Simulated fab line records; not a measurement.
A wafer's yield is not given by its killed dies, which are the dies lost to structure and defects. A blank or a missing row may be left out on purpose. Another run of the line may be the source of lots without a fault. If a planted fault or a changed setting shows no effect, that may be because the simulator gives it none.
Which tool did it?	flow n5 finfet	24 lots with 72 wafers sampled at 6 steps, on a route of 1938 steps

WHAT THE GAUGES SHOWED, per wafer
N5_BEOL_M8_OVL_MEAS_29. Usual: V7_OVL -0.6 nm, standard deviation 0.68.
lot	measured	on	V7_OVL (nm)	flag
L074	day 10 08:36	overlay-01	-0.5 -0.5 0.4	
L075	day 11 11:26	overlay-01	-0.2 1.0 0.9	
L077	day 11 22:29	overlay-02	-0.9 -0.8 -0.6	
L076	day 12 07:08	overlay-01	-1.7 -1.1 -1.4	
L078	day 12 16:19	overlay-01	-0.4 -1.0 -0.7	
L079	day 12 19:02	overlay-01	-1.3 -0.6 -1.0	
L080	day 13 07:06	overlay-01	-0.9 -1.0 -1.9	
L081	day 14 18:14	overlay-01	-1.9 -0.1 -0.6	
L083	day 15 16:05	overlay-01	-0.8 -0.7 -0.7	
L084	day 15 16:11	overlay-01	1.0 -0.2 0.0	
L085	day 16 00:20	overlay-02	-0.7 -1.2 -1.2	
L086	day 16 11:50	overlay-01	-0.1 -0.7 0.0	
L087	day 16 21:20	overlay-01	-0.7 -0.4 -0.8	
L090	day 16 22:50	overlay-02	-1.5 -1.3 -1.2	
L088	day 17 10:10	overlay-01	0.4 -0.2 -0.8	
L095	day 18 00:10	overlay-02	0.4 1.1 1.3	
L097	day 18 00:13	overlay-01	-0.6 -1.2 -0.9	
L091	day 18 06:19	overlay-01	0.1 -1.0 -0.5	
L092	day 18 15:55	overlay-02	-0.5 -0.8 -0.5	
L089	day 18 23:50	overlay-01	0.3 -0.1 -1.0	
L094	day 18 23:55	overlay-02	-1.1 -1.2 -1.0	
L093	day 19 00:05	overlay-01	0.2 -0.2 -1.0	
L082	day 19 07:32	overlay-01	-1.9 -2.0 -1.5	
L096	day 19 08:27	overlay-01	-0.3 -0.3 -0.7	

N5_BEOL_M9_OVL_MEAS_12. Usual: M9_OVL -0.3 nm, standard deviation 0.81.
lot	measured	on	M9_OVL (nm)	flag
L074	day 10 13:19	overlay-01	-1.2 -0.5 0.0	
L075	day 11 18:26	overlay-02	-2.4 -1.5 -0.6	
L077	day 12 03:59	overlay-02	-0.1 -0.8 0.0	
L076	day 12 13:34	overlay-02	-0.7 -0.9 1.2	
L078	day 12 22:07	overlay-01	0.3 -1.3 -0.7	
L079	day 13 00:47	overlay-02	-0.3 -0.9 -0.7	
L080	day 13 12:04	overlay-02	-0.2 -0.4 -0.4	
L081	day 14 23:29	overlay-02	0.1 0.2 -0.3	
L083	day 15 21:35	overlay-01	-1.0 -1.0 -1.0	
L084	day 15 22:35	overlay-02	-0.1 -0.9 0.8	
L085	day 16 08:07	overlay-02	-0.5 0.6 -0.7	
L086	day 16 17:02	overlay-01	-0.4 -0.9 0.6	
L087	day 17 03:52	overlay-01	-0.9 -2.0 -0.5	
L090	day 17 03:55	overlay-02	2.3 1.3 0.1	
L088	day 17 15:35	overlay-02	-0.9 -0.9 0.0	
L095	day 18 07:35	overlay-02	0.5 -0.8 0.6	
L097	day 18 07:46	overlay-01	-0.6 1.1 -0.6	
L091	day 18 11:29	overlay-01	-0.1 -0.1 0.1	
L092	day 18 20:41	overlay-02	0.0 1.4 -0.7	
L089	day 19 05:56	overlay-02	-0.9 -0.5 -1.6	
L094	day 19 06:07	overlay-02	-0.9 -0.2 1.0	
L093	day 19 08:49	overlay-02	-1.5 -0.5 -2.3	
L082	day 19 13:46	overlay-01	0.0 0.4 -0.2	
L096	day 19 14:37	overlay-02	-0.2 1.1 1.4	

EACH LOT AND THE TOOL THAT RAN IT (in order: tool; ch and the chambers of the sampled wafers; start)
lot	N5_BEOL_M8_ETCH_65	N5_BEOL_M8_PRE_CLEAN_45	N5_BEOL_M8_SURFACE_TREAT_79	N5_BEOL_M9_HM_DEP_02
L074	rie diel-02 ch 0,1,2, day 10 08:45	pvd sputter-02, day 10 10:11	pvd sputter-02, day 10 10:31	pvd sputter-01, day 10 12:47
L075	rie diel-02 ch 1,3, day 11 11:35	pvd sputter-02, day 11 13:25	pvd sputter-02, day 11 13:46	pvd sputter-02, day 11 17:54
L077	rie diel-02 ch 1,3, day 11 22:37	pvd sputter-01, day 11 23:56	pvd sputter-02, day 12 01:35	pvd sputter-02, day 12 03:27
L076	rie diel-04 ch 0,1,2, day 12 07:16	pvd sputter-01, day 12 08:12	pvd sputter-01, day 12 10:12	pvd sputter-01, day 12 13:10
L078	rie diel-04 ch 2,3, day 12 16:29	pvd sputter-02, day 12 17:46	pvd sputter-02, day 12 18:06	pvd sputter-01, day 12 21:43
L079	rie diel-02 ch 1,2,3, day 12 19:12	pvd sputter-01, day 12 21:40	pvd sputter-01, day 12 22:01	pvd sputter-01, day 13 00:23
L080	rie diel-02 ch 0,2, day 13 07:14	pvd sputter-02, day 13 08:25	pvd sputter-02, day 13 08:46	pvd sputter-01, day 13 11:40
L081	rie diel-05 ch 0,1,2, day 14 18:22	pvd sputter-02, day 14 19:23	pvd sputter-02, day 14 19:44	pvd sputter-02, day 14 23:05
L083	rie diel-04 ch 1,2,3, day 15 16:13	pvd sputter-01, day 15 17:17	pvd sputter-02, day 15 17:51	pvd sputter-02, day 15 21:11
L084	rie diel-02 ch 0,1,3, day 15 16:30	pvd sputter-03, day 15 17:59	pvd sputter-03, day 15 18:31	pvd sputter-01, day 15 22:11
L085	rie diel-04 ch 0,2,3, day 16 00:28	pvd sputter-03, day 16 01:29	pvd sputter-01, day 16 01:58	pvd sputter-01, day 16 07:35
L086	rie diel-05 ch 1,2,3, day 16 12:01	pvd sputter-02, day 16 12:57	pvd sputter-01, day 16 13:17	pvd sputter-03, day 16 16:31
L087	rie diel-02 ch 2,3, day 16 21:28	pvd sputter-01, day 16 22:24	pvd sputter-01, day 17 00:20	pvd sputter-02, day 17 03:20
L090	rie diel-05 ch 1,3, day 16 22:58	pvd sputter-01, day 17 00:29	pvd sputter-02, day 17 00:51	pvd sputter-02, day 17 03:26
L088	rie diel-05 ch 1,3, day 17 10:25	pvd sputter-02, day 17 11:26	pvd sputter-02, day 17 12:07	pvd sputter-03, day 17 15:03
L095	rie diel-04 ch 1,2,3, day 18 00:19	pvd sputter-01, day 18 01:31	pvd sputter-02, day 18 01:54	pvd sputter-01, day 18 07:04
L097	rie diel-05 ch 0,2, day 18 00:23	pvd sputter-01, day 18 01:36	pvd sputter-03, day 18 02:08	pvd sputter-02, day 18 07:07
L091	rie diel-05 ch 0,1,2, day 18 06:37	pvd sputter-01, day 18 07:43	pvd sputter-03, day 18 08:17	pvd sputter-01, day 18 11:05
L092	rie diel-05 ch 0,2, day 18 16:04	pvd sputter-02, day 18 17:10	pvd sputter-01, day 18 17:31	pvd sputter-02, day 18 20:10
L089	rie diel-02 ch 1,2,3, day 19 00:20	pvd sputter-01, day 19 01:29	pvd sputter-01, day 19 01:54	pvd sputter-03, day 19 05:25
L094	rie diel-04 ch 0,3, day 19 00:38	pvd sputter-01, day 19 01:40	pvd sputter-03, day 19 02:06	pvd sputter-03, day 19 05:36
L093	rie diel-02 ch 0,1,2, day 19 00:44	pvd sputter-03, day 19 02:22	pvd sputter-01, day 19 02:47	pvd sputter-03, day 19 08:18
L082	rie diel-02 ch 0,3, day 19 07:41	pvd sputter-03, day 19 09:16	pvd sputter-03, day 19 09:47	pvd sputter-03, day 19 13:22
L096	rie diel-02 ch 0,2,3, day 19 08:57	pvd sputter-03, day 19 10:08	pvd sputter-02, day 19 10:37	pvd sputter-02, day 19 14:04
- N5_BEOL_M8_ETCH_65: etches SiARC in CF4, target depth 15.6 nm, time 26 s.
- N5_BEOL_M8_PRE_CLEAN_45: time 30 s.
- N5_BEOL_M8_SURFACE_TREAT_79
- N5_BEOL_M9_HM_DEP_02: deposits TiN, target thk 20 nm.

WHAT THE TOOLS THEMSELVES READ (means of the sampled wafers that have a number; where no wafer has one, the mark that the record gives instead)
N5_BEOL_M8_ETCH_65. Usual: value, then standard deviation, for each; drypump motor current A 5.7 A / 0.34; etch rf on time s 26.2 s / 0.43; oes product au 0.68 a.u. / 0.074; rf fwd power W 532.8 W / 2.5; rf vpp V 184.5 V / 1.2; showerhead plenum p Torr 2.17 Torr / 0.079; throttle valve pct 15.64 % / 0.19.
lot	tool	drypump motor current A (A)	etch rf on time s (s)	oes product au (a.u.)	rf fwd power W (W)	rf vpp V (V)	showerhead plenum p Torr (Torr)	throttle valve pct (%)	flag
L074	rie diel-02	5.6	26.1	0.63	533.3	184.6	2.16	15.67	
L075	rie diel-02	5.7	26.6	0.63	531.9	182.8	2.10	15.77	
L077	rie diel-02	5.7	26.0	0.62	532.0	184.1	2.16	15.72	
L076	rie diel-04	5.6	26.3	0.68	532.3	184.1	2.15	15.67	
L078	rie diel-04	5.1	26.2	0.65	531.5	183.2	2.13	15.68	
L079	rie diel-02	5.6	26.1	0.63	531.8	184.3	2.16	15.74	
L080	rie diel-02	5.7	25.7	0.64	534.1	185.0	2.17	15.71	
L081	rie diel-05	5.8	25.9	0.75	533.3	184.8	2.20	15.49	
L083	rie diel-04	5.3	26.0	0.75	534.1	183.9	2.12	15.52	
L084	rie diel-02	5.7	26.7	0.59	533.9	183.5	2.09	15.78	
L085	rie diel-04	5.5	25.9	0.77	530.3	184.9	2.18	15.43	
L086	rie diel-05	5.9	26.1	0.70	534.0	185.0	2.21	15.60	
L087	rie diel-02	5.6	26.8	0.62	531.4	183.8	2.10	15.86	
L090	rie diel-05	5.8	26.4	0.67	534.5	185.5	2.24	15.55	
L088	rie diel-05	6.2	26.3	0.62	536.2	185.2	2.21	15.72	
L095	rie diel-04	5.3	25.8	0.74	533.0	183.5	2.11	15.55	
L097	rie diel-05	6.0	26.1	0.74	531.4	185.4	2.17	15.60	
L091	rie diel-05	5.8	26.0	0.72	533.7	184.4	2.20	15.53	
L092	rie diel-05	6.1	26.5	0.71	531.1	185.4	2.16	15.59	
L089	rie diel-02	5.6	26.3	0.60	531.3	183.7	2.14	15.84	
L094	rie diel-04	5.4	25.9	0.73	532.0	184.7	2.20	15.50	
L093	rie diel-02	5.7	26.4	0.67	533.0	184.9	2.23	15.62	
L082	rie diel-02	5.6	26.5	0.66	531.7	184.5	2.11	15.70	
L096	rie diel-02	5.6	26.5	0.68	531.8	184.6	2.17	15.67	

N5_BEOL_M8_PRE_CLEAN_45. Usual: heater power w 320 W, standard deviation 29; susceptor temp C 249.97 C, standard deviation 0.19.
lot	tool	heater power w (W)	susceptor temp C (C)	flag
L074	pvd sputter-02	330	250.12	
L075	pvd sputter-02	317	249.88	
L077	pvd sputter-01	318	250.06	
L076	pvd sputter-01	314	250.11	
L078	pvd sputter-02	346	249.89	
L079	pvd sputter-01	304	249.99	
L080	pvd sputter-02	323	249.97	
L081	pvd sputter-02	308	249.98	
L083	pvd sputter-01	318	249.93	
L084	pvd sputter-03	357	250.00	
L085	pvd sputter-03	318	250.00	
L086	pvd sputter-02	323	250.06	
L087	pvd sputter-01	317	249.87	
L090	pvd sputter-01	318	249.86	
L088	pvd sputter-02	326	250.12	
L095	pvd sputter-01	316	249.99	
L097	pvd sputter-01	320	250.11	
L091	pvd sputter-01	303	249.99	
L092	pvd sputter-02	357	250.13	
L089	pvd sputter-01	319	249.81	
L094	pvd sputter-01	318	250.03	
L093	pvd sputter-03	326	249.86	
L082	pvd sputter-03	352	250.14	
L096	pvd sputter-03	304	250.19	

N5_BEOL_M9_HM_DEP_02. Usual: substrate temp c 24.99 C, standard deviation 0.12; susceptor temp C 25.01 C, standard deviation 0.11; throttle valve pct 29.6 %, standard deviation 1.1.
lot	tool	substrate temp c (C)	susceptor temp C (C)	throttle valve pct (%)	flag
L074	pvd sputter-01	24.88	24.92	29.8	
L075	pvd sputter-02	25.00	25.03	29.5	
L077	pvd sputter-02	24.96	25.00	30.6	
L076	pvd sputter-01	25.00	25.10	29.9	
L078	pvd sputter-01	24.95	25.20	29.5	
L079	pvd sputter-01	24.98	24.94	29.3	
L080	pvd sputter-01	25.03	25.05	29.3	
L081	pvd sputter-02	25.04	25.12	28.6	
L083	pvd sputter-02	24.96	25.08	29.4	
L084	pvd sputter-01	25.10	25.09	29.5	
L085	pvd sputter-01	25.10	25.11	30.1	
L086	pvd sputter-03	25.07	25.04	28.9	
L087	pvd sputter-02	25.07	24.91	30.4	
L090	pvd sputter-02	24.90	25.00	30.4	
L088	pvd sputter-03	24.88	24.96	28.5	
L095	pvd sputter-01	24.97	25.07	29.8	
L097	pvd sputter-02	25.00	24.92	30.6	
L091	pvd sputter-01	25.01	25.10	30.3	
L092	pvd sputter-02	25.01	25.04	29.7	
L089	pvd sputter-03	24.94	25.04	28.5	
L094	pvd sputter-03	25.06	25.00	28.6	
L093	pvd sputter-03	25.04	24.95	28.6	
L082	pvd sputter-03	24.96	25.00	29.1	
L096	pvd sputter-02	25.04	24.88	29.8	

THE ANSWER, worked out from the rows above alone
Rule: a lot is off if the mean of its wafers that have a number lies more than 3 standard deviations from the usual mean. A lot without any number at a reading at which 4 lots or more have one is off too. Any other lot the step has rows for is counted as sound. The gauges are gone through in route order, then the tools' own readings, and for those a lot's mean is taken as printed above. The first step at which some lot is off is used, and at that step the reading that is off furthest; a lot without a number counts as furthest.
No lot is off at any reading shown: from this, nothing can be told.

WHAT HAD BEEN PUT IN BY THE SIMULATOR
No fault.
